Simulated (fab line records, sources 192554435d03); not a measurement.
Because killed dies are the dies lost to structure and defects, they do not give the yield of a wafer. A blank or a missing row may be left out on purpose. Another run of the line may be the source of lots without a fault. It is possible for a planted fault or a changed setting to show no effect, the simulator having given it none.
A lot that was struck, set against a sound lot | flow n5-finfet | 20 steps out of a route of 1938
Sound: the wafers L500.2, L500.3, L500.6. Struck: wafers L519.1, L519.5, L519.6. The cause is given at the end.
At each step with rows: each side's tool, then ch and its chambers, then its first start. Under that, the readings that differ: sound wafers | struck wafers | difference of the means | sigmas: that difference in standard deviations of wafers without a fault.
alike: readings whose means differ by less than 2 such deviations, and words and numbers that are the same on both sides. not compared: withheld readings, readings that some wafer has no value for, bounds like >300 that may hide the same value, and numbers for which the record gives no deviation and whose values overlap.
A row with sigmas, a row that says differs or no value, or rows on one side alone: a step with any of these is where the two part. Numbers that have no deviation but don't overlap get no sigmas and don't part them. A reading missing from all wafers of one side parts the sides only when that side holds two or more wafers.

first, 8 steps without rows for these wafers: N5_BEOL_M11_DESCUM_16 (chemistry O2, time 7.9 s); N5_BEOL_M11_ETCH_61 (etches SiARC in CF4, target depth 39 nm, time 65 s); N5_BEOL_M11_ETCH_62 (etches SOC in N2/H2, target depth 110 nm, overetch 22 nm, time 165 s); N5_BEOL_M11_STRIP_68 (strips in N2/H2); N5_BEOL_M11_STRIP_67 (strips in CF4); N5_BEOL_M11_HM_OPEN_17 (chemistry Cl2/BCl3, target TiN, target depth 20 nm, overetch 6 nm); N5_BEOL_M11_STRIP_19 (strips in O2); N5_BEOL_M11_COAT_63 (time 60 s, resist thk 100 nm).
N5_BEOL_M11_COAT_64: time 60 s, resist thk 30 nm.
  sound on litho-track-01 ch 0, day 13 02:31; struck on litho-track-01 ch 0, day 17 22:46
  reading                                     | sound                | struck               | difference | sigmas
  spin-speed-rpm (rpm)                        | 1499.0 1500.4 1499.8 | 1368.4 1368.3 1366.8 | -131.9     | -99 or more
  model.SiARC_of_BEOL_M11_COAT_64.thk-nm (nm) | 29.8 29.8 29.8       | 31.4 31.2 31.2       | +1.5       |
  alike: chill-plate-temp-C
then, 7 steps without rows for these wafers: N5_BEOL_M11_COAT_22 (resist thk 90 nm); N5_BEOL_M11_EBR_24; N5_BEOL_M11_SOFTBAKE_23 (time 60 s); N5_BEOL_M11_EXPOSE_25 (exposes mask V10); N5_BEOL_M11_PEB_26 (peb time 60 s); N5_BEOL_M11_DEVELOP_27 (develop time 30 s); N5_BEOL_M11_DESCUM_33 (chemistry O2, time 7.9 s).
N5_BEOL_M11_ETCH_65: etches SiARC in CF4, target depth 39 nm, time 65 s.
  sound on rie-diel-02 ch 2,3, day 13 03:00; struck on rie-diel-06 ch 0,1, day 17 23:09
  reading                                       | sound             | struck            | difference | sigmas
  etch-rf-on-time-s (s)                         | 68.9 60.8 60.7    | 68.2 68.3 69.1    | +5.1       | +2
  model.etch.depth-nm (nm)                      | 29.89 29.79 29.83 | 31.32 31.23 31.21 | +1.42      |
  model.CAR-ArF_of_BEOL_M11_COAT_22.thk-nm (nm) | 55.4 55.4 55      | 54.2 54 54.6      | -1.0       |
  alike: cf4-flow-sccm, drypump-motor-current-A, mfc-ar-sccm, oes-product-au, rf-vpp-V, showerhead-plenum-p-Torr, throttle-valve-pct
  not compared: rf-hours-counter-h
N5_BEOL_M11_ETCH_66: etches SOC in N2/H2, target depth 120 nm, overetch 24 nm, time 180 s.
  sound on rie-diel-02 ch 2,3, day 13 03:03; struck on rie-diel-06 ch 0,1, day 17 23:12
  reading                                     | sound          | struck         | difference | sigmas
  model.SiARC_of_BEOL_M11_COAT_64.thk-nm (nm) | 23.4 22.4 22.4 | 24.4 24.4 23.8 | +1.5       |
  alike: drypump-motor-current-A, oes-product-au, rf-vpp-V, showerhead-plenum-p-Torr, throttle-valve-pct
  not compared: rf-hours-counter-h
then, 1 step without rows for these wafers: N5_BEOL_M11_STRIP_69 (strips in N2/H2).
-- a jump in the record: the struck wafers' starts before and after are 3 days apart (it breaks off in module BEOL_M11 and resumes in module PASSIVATION, where the first step shown is number 1936 of the route) --
N5_PASSIVATION_PROBE_49:
  the record has rows for the struck wafers here (prober-01, day 21 02:02) and none for the sound ones

== WHERE THEY PART ==
Last at N5_PASSIVATION_PROBE_49 as far as this record goes, first at N5_BEOL_M11_COAT_64.

WHY: the cause the simulator had injected
Process parameters drifting: litho-track-01 at N5_BEOL_M11_COAT_64, beginning at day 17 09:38. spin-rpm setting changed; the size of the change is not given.
